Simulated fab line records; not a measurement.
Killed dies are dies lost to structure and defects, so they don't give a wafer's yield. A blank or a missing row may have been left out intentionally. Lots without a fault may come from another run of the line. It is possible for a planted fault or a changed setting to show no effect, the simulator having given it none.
fab line records	flow n5-finfet
[record] lots = 10	wafers = 29	last-day = 17
route steps=1938 shown WELL_APT@44 FIN_SAQP@95 BEOL_M4@1111
lots with no fault: from the same line, run without faults
start-h: hours from the record's opening day to when the first of the lot's shown wafers began	wait-h: how many hours have passed since the lot's step before this one	" as in the row above	L1.1+2: several wafers, shown together as one row	- value missing, or start not given	* or withheld: withheld	< > ~ a bound
route shown NAME@n: NAME is a module with steps in the file, n the number in the route of the first one	usual: mean/standard deviation of fault-free wafers	same: alike in all rows	chamber/n: place in a boat	sites: the reading at each site	_std_site: standard deviation of those values	_edge_site: the outer-site mean with the inner-site mean subtracted	radius-mm: for every site, how far away it sits from the centre of the wafer	mask NAME#n: copy n	behind: tool/chamber where the wafer was last shaped	hold: what put the lot on hold/how long, in hours/how the hold closed	device: the transistor (n, p or np) that didn't switch	end of line: the route-end tests of the same wafers	for a step that has no rows: nothing shown but its recipe	killed: at the first sort, the dies lost to defects and structure; wafer yield is something else	map: the dies of a wafer, with x for killed, . for not killed, _ for no die there
set.NAME: setting as actually run; set.NAME@STEP: the setting as run at that earlier step	model.NAME: the simulator's own value behind a step, which no gauge read
route steps across a sampled set of lots; one table per step, one row per wafer
services: when a tool's chamber went out of use (start-h, in hours from the record's first day, below 0 if earlier), for how many hours, and the reason
[[steps]]
[step N5_WELL_APT_OVL_MEAS_26]
[recipe] points-per-wafer = 44
[usual] PWELL_OVL = -2/5.3
lot.wafer	tool	chamber	start-h	wait-h	PWELL_OVL[nm]
L740.3	overlay-01	0	20.86	0.0	-3
L740.4	"	0	"	"	2
L740.5	"	0	"	"	1
L741.2	overlay-02	0	27.11	0.0	6
L741.3	"	0	"	"	6
L741.4	"	0	"	"	3
L744.1	overlay-02	0	45.11	0.0	-14
L744.3	"	0	"	"	-9
L744.4	"	0	"	"	-11
L745.1	overlay-02	0	50.96	0.0	-6
L745.2	"	0	"	"	-4
L745.5	"	0	"	"	4
L746.2	overlay-02	0	57.34	0.0	-9
L746.3	"	0	"	"	-1
L746.6	"	0	"	"	-6
L750.1	overlay-02	0	81.16	0.0	-5
L750.5	"	0	"	"	2
L753.1	overlay-01	0	98.98	0.0	-12
L753.2	"	0	"	"	-9
L753.5	"	0	"	"	-8
L754.3	overlay-02	0	105.23	0.0	0
L754.5	"	0	"	"	0
L754.6	"	0	"	"	2
L755.1	overlay-01	0	111.07	0.0	-4
L755.4	"	0	"	"	-13
L755.5	"	0	"	"	-7
L756.2	overlay-01	0	116.96	0.0	-3
L756.3	"	0	"	"	-4
L756.5	"	0	"	"	-4
[step N5_WELL_APT_IMPLANT_32]
[recipe] species = BF2	energy-kev = 50	dose-cm2 = 2e+13	tilt-deg = 0	rotation-deg = 0
[usual] beam-energy-keV = 50.003/0.016
lot.wafer	tool	chamber	start-h	wait-h	beam-energy-keV
L740.3	implanter-02	0	21.26	0.1	50.004
L740.4	"	0	"	"	50.007
L740.5	"	0	"	"	50.001
L741.2	implanter-01	0	27.48	0.1	50.001
L741.3	"	0	"	"	49.981
L741.4	"	0	"	"	49.991
L744.1	implanter-02	0	45.51	0.1	50.038
L744.3	"	0	"	"	50.005
L744.4	"	0	"	"	49.998
L745.1	implanter-01	0	51.29	0.1	50.001
L745.2	"	0	"	"	49.999
L745.5	"	0	"	"	49.985
L746.2	implanter-02	0	57.71	0.1	49.988
L746.3	"	0	"	"	50.011
L746.6	"	0	"	"	50.000
L750.1	implanter-02	0	81.78	0.1	49.994
L750.5	"	0	"	"	50.001
L753.1	implanter-01	0	99.53	0.1	49.979
L753.2	"	0	"	"	49.961
L753.5	"	0	"	"	50.002
L754.3	implanter-02	0	105.70	0.1	69.578
L754.5	"	0	"	"	69.579
L754.6	"	0	"	"	69.556
L755.1	implanter-01	0	111.59	0.1	49.977
L755.4	"	0	"	"	50.011
L755.5	"	0	"	"	49.988
L756.2	implanter-02	0	117.33	0.1	69.563
L756.3	"	0	"	"	69.593
L756.5	"	0	"	"	69.578
[step N5_WELL_APT_RTA_34]
[recipe] temp-c = 1000	time-s = 10	ambient = N2	idle-temp-c = 600	ramp-up-c-per-s = 150	ramp-down-c-per-s = 60	cool-to-c = 600
[usual] lamp-power-pct = 13.00/0.057	lamp_zone_2_pct = 13.00/0.031	lamp_zone_7_pct = 13.42/0.034	wafer_temp_C_max = 1003.6/1.1
lot.wafer	tool	chamber	start-h	wait-h	lamp-power-pct	lamp_zone_2_pct	lamp_zone_7_pct	wafer_temp_C_max
L740.3	rtp-anneal-01	0	22.60	0.9	12.98	12.99	13.40	1003.8
L740.4	"	0	"	"	12.90	12.98	13.43	1003.0
L740.5	"	0	"	"	12.97	12.98	13.43	1003.2
L741.2	rtp-anneal-01	0	28.49	0.6	12.96	12.96	13.44	1003.3
L741.3	"	0	"	"	13.13	13.00	13.44	1003.8
L741.4	"	0	"	"	12.95	12.96	13.50	1003.3
L744.1	rtp-anneal-01	0	46.71	0.7	13.00	13.03	13.40	1003.4
L744.3	"	0	"	"	12.94	13.00	13.46	1004.3
L744.4	"	0	"	"	13.08	13.00	13.39	1003.0
L745.1	rtp-anneal-01	0	51.78	0.0	13.08	12.98	13.39	1003.7
L745.2	"	0	"	"	12.91	12.98	13.40	1004.3
L745.5	"	0	"	"	12.96	13.03	13.46	1003.9
L746.2	rtp-anneal-02	0	58.18	0.0	12.99	13.01	13.44	1004.8
L746.3	"	0	"	"	13.00	13.06	13.42	1002.3
L746.6	"	0	"	"	12.91	13.00	13.44	1003.7
L750.1	rtp-anneal-01	0	82.51	0.3	13.02	13.02	13.38	1001.8
L750.5	"	0	"	"	13.00	13.00	13.44	1004.9
L753.1	rtp-anneal-02	0	100.03	0.0	12.98	13.04	13.41	1003.8
L753.2	"	0	"	"	13.02	13.09	13.42	1003.1
L753.5	"	0	"	"	13.02	12.97	13.47	1004.7
L754.3	rtp-anneal-01	0	106.18	0.1	12.96	12.93	13.42	1005.1
L754.5	"	0	"	"	13.08	12.99	13.40	1003.1
L754.6	"	0	"	"	13.03	13.01	13.41	1002.3
L755.1	rtp-anneal-02	0	112.09	0.0	12.96	12.97	13.46	1004.0
L755.4	"	0	"	"	12.94	13.02	13.38	1004.4
L755.5	"	0	"	"	13.01	12.99	13.44	1004.5
L756.2	rtp-anneal-01	0	117.94	0.2	13.01	12.96	13.40	1004.2
L756.3	"	0	"	"	12.96	13.01	13.46	1005.0
L756.5	"	0	"	"	13.00	13.04	13.41	1002.7
[step N5_FIN_SAQP_DENSIFY_62]
[recipe] temp-c = 700	time-s = 60	ambient = N2	idle-temp-c = 600	ramp-up-c-per-s = 150	ramp-down-c-per-s = 60	cool-to-c = 600
[usual] lamp-power-pct = 9.84/0.055	lamp_zone_2_pct = 9.845/0.012	lamp_zone_7_pct = 10.266/0.013	wafer_temp_C_max = 703.3/0.61
lot.wafer	tool	chamber	start-h	wait-h	lamp-power-pct	lamp_zone_2_pct	lamp_zone_7_pct	wafer_temp_C_max
L740.3	rtp-anneal-01	0	27.99	0.2	9.89	9.840	10.259	702.8
L740.4	"	0	"	"	9.91	9.823	10.258	703.2
L740.5	"	0	"	"	9.81	9.843	10.270	702.7
L741.2	rtp-anneal-01	0	33.78	0.3	9.75	9.859	10.256	702.7
L741.3	"	0	"	"	9.95	9.847	10.267	702.6
L741.4	"	0	"	"	9.78	9.835	10.281	703.0
L744.1	rtp-anneal-02	0	51.57	0.2	9.81	9.856	10.268	702.4
L744.3	"	0	"	"	9.83	9.856	10.263	704.1
L744.4	"	0	"	"	9.83	9.860	10.267	703.4
L745.1	rtp-anneal-02	0	58.60	0.1	9.81	9.864	10.270	703.3
L745.2	"	0	"	"	9.78	9.857	10.263	703.8
L745.5	"	0	"	"	9.84	9.852	10.256	703.9
L746.2	rtp-anneal-02	0	64.98	0.1	9.86	9.849	10.252	702.9
L746.3	"	0	"	"	9.94	9.835	10.280	702.3
L746.6	"	0	"	"	9.79	9.824	10.275	702.3
L750.1	rtp-anneal-01	0	88.31	0.6	9.87	9.851	10.267	702.9
L750.5	"	0	"	"	9.83	9.847	10.265	703.5
L753.1	rtp-anneal-02	0	104.91	0.1	9.83	9.873	10.291	703.0
L753.2	"	0	"	"	9.82	9.835	10.288	703.9
L753.5	"	0	"	"	9.86	9.865	10.266	703.5
L754.3	rtp-anneal-02	0	111.37	0.3	9.86	9.844	10.290	704.1
L754.5	"	0	"	"	9.95	9.829	10.261	703.5
L754.6	"	0	"	"	9.78	9.850	10.273	703.7
L755.1	rtp-anneal-01	0	116.48	0.2	9.85	9.868	10.268	703.3
L755.4	"	0	"	"	9.80	9.853	10.263	702.6
L755.5	"	0	"	"	9.90	9.838	10.241	704.0
L756.2	rtp-anneal-01	0	122.46	0.1	9.92	9.838	10.256	703.6
L756.3	"	0	"	"	9.86	9.845	10.267	704.3
L756.5	"	0	"	"	9.84	9.834	10.260	702.6
[step N5_BEOL_M4_RC_MEAS_101]
[usual] CJ_N = 4.36/0.095	DIBL_N = 37.0/2.3	DIBL_P = 37.3/2.8	IOFF_N = 0.17/0.046	IOFF_P = 0.23/0.054	ION_N = 675/14	ION_P = 460/9.3	RS_PWELL = 3006/23	SS_N = 71.7/0.73	SS_P = 73.6/0.95	VT_N = 249/3.9	VT_P = -250/3.9
lot.wafer	tool	chamber	start-h	wait-h	CJ_N	DIBL_N[mV/V]	DIBL_P[mV/V]	IOFF_N[nA/um]	IOFF_P[nA/um]	ION_N[uA/um]	ION_P[uA/um]	RS_PWELL[ohm/sq]	SS_N[mV/dec]	SS_P[mV/dec]	VT_N[mV]	VT_P[mV]
L740.3	prober-02	0	170.31	0.3	4.29	37.4	37.6	0.19	0.22	677	457	2986	72.1	73.7	250	-249
L740.4	"	0	"	"	4.21	36.8	37.4	0.17	0.22	667	453	2998	71.1	75.0	249	-251
L740.5	"	0	"	"	4.27	39.6	40.9	0.25	0.29	688	457	3008	72.2	76.1	245	-248
L741.2	prober-02	0	173.38	0.2	4.43	39.7	40.0	0.23	0.29	673	460	2979	72.5	74.6	247	-249
L741.3	"	0	"	"	4.37	36.8	37.0	0.16	0.21	670	462	2973	71.8	74.2	250	-252
L741.4	"	0	"	"	4.30	33.8	34.2	0.13	0.18	662	458	2976	71.0	72.5	250	-252
L745.1	prober-02	0	200.18	0.0	4.42	35.3	36.6	0.15	0.19	670	458	3018	71.4	73.1	253	-255
L745.2	"	0	"	"	4.45	38.5	39.5	0.22	0.25	703	474	2979	72.1	73.8	245	-251
L745.5	"	0	"	"	4.49	39.3	40.8	0.23	0.27	706	471	3020	72.3	74.8	248	-249
L744.1	prober-01	0	201.22	0.0	4.36	36.5	38.2	0.19	0.25	691	469	3036	72.1	73.1	246	-247
L744.3	"	0	"	"	4.32	34.8	36.0	0.14	0.21	653	455	3008	71.9	71.4	251	-248
L744.4	"	0	"	"	4.21	40.1	43.2	0.28	0.37	701	483	3013	72.7	74.5	242	-242
L746.2	prober-01	0	209.41	0.2	4.45	38.8	39.2	0.20	0.20	683	455	3001	72.3	74.2	248	-256
L746.3	"	0	"	"	4.51	38.9	40.6	0.21	0.22	690	460	2987	72.4	74.7	246	-253
L746.6	"	0	"	"	4.45	37.1	38.9	0.19	0.21	679	456	2975	71.8	74.2	247	-255
L750.1	prober-01	0	235.41	0.0	4.47	37.4	35.9	0.17	0.19	670	458	3049	71.4	73.9	247	-251
L750.5	"	0	"	"	4.43	37.1	36.5	0.15	0.20	650	450	2985	71.0	72.9	252	-251
L754.3	prober-01	0	275.61	0.3	3.34	37.9	37.9	0.19	0.22	681	459	2728	72.1	72.9	248	-250
L754.5	"	0	"	"	3.32	41.0	41.1	0.23	0.27	683	466	2728	73.1	74.2	247	-249
L754.6	"	0	"	"	3.40	38.2	36.6	0.21	0.19	678	457	2741	72.2	73.1	247	-252
L753.1	prober-01	0	280.83	0.0	4.52	34.0	32.0	0.10	0.16	656	456	3030	70.8	72.3	256	-253
L753.2	"	0	"	"	4.43	40.2	40.6	0.21	0.31	663	458	3013	73.1	74.7	250	-247
L753.5	"	0	"	"	4.28	38.4	38.3	0.18	0.26	656	453	3025	73.0	74.2	247	-249
L755.1	prober-01	0	285.46	0.0	4.25	39.3	41.4	0.23	0.26	687	465	2979	72.8	74.4	246	-248
L755.4	"	0	"	"	4.12	41.2	44.0	0.28	0.32	704	470	3018	73.7	75.4	241	-245
L755.5	"	0	"	"	4.35	36.0	36.5	0.16	0.19	681	456	2989	71.7	73.3	248	-253
L756.2	prober-02	0	286.35	0.2	3.24	35.0	30.7	0.13	0.13	644	440	2693	72.3	72.3	256	-258
L756.3	"	0	"	"	3.24	37.2	35.0	0.16	0.18	668	452	2692	71.9	73.1	250	-254
L756.5	"	0	"	"	3.34	39.8	35.0	0.24	0.18	671	448	2702	74.7	73.3	249	-253
[[services]]
tool	chamber	start-h	hours	kind
implanter-02	-	70.49	3.0	repair
rtp-anneal-02	-	87.14	3.7	pm
implanter-01	-	101.42	2.6	pm
[[key]]
[first-sign] step = N5_WELL_APT_IMPLANT_32	reading = beam-energy-keV	direction = up	sigmas = 99+	usual = 50.003	struck = 69.575
[effect] step = N5_BEOL_M4_RC_MEAS_101	reading = RS_PWELL	direction = down	sigmas = 13	usual = 3006	struck = 2714
[effect] step = N5_BEOL_M4_RC_MEAS_101	reading = CJ_N	direction = down	sigmas = 11	usual = 4.36	struck = 3.31
met-at N5_WELL_APT_IMPLANT_32
struck-lots L754,L756
not-acting-at N5_WELL_APT_OVL_MEAS_26,N5_WELL_APT_RTA_34,N5_FIN_SAQP_DENSIFY_62
onset-between 81.78 105.70
[fault] kind = process-parameter-drift	tool = implanter-02	chamber = -	onset-h = 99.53	steps = N5_WELL_APT_IMPLANT_32	channel = energy-kev	offset = 19.572	shape = step	end-h = 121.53	acts-in = these-recipes-only	stated = 50
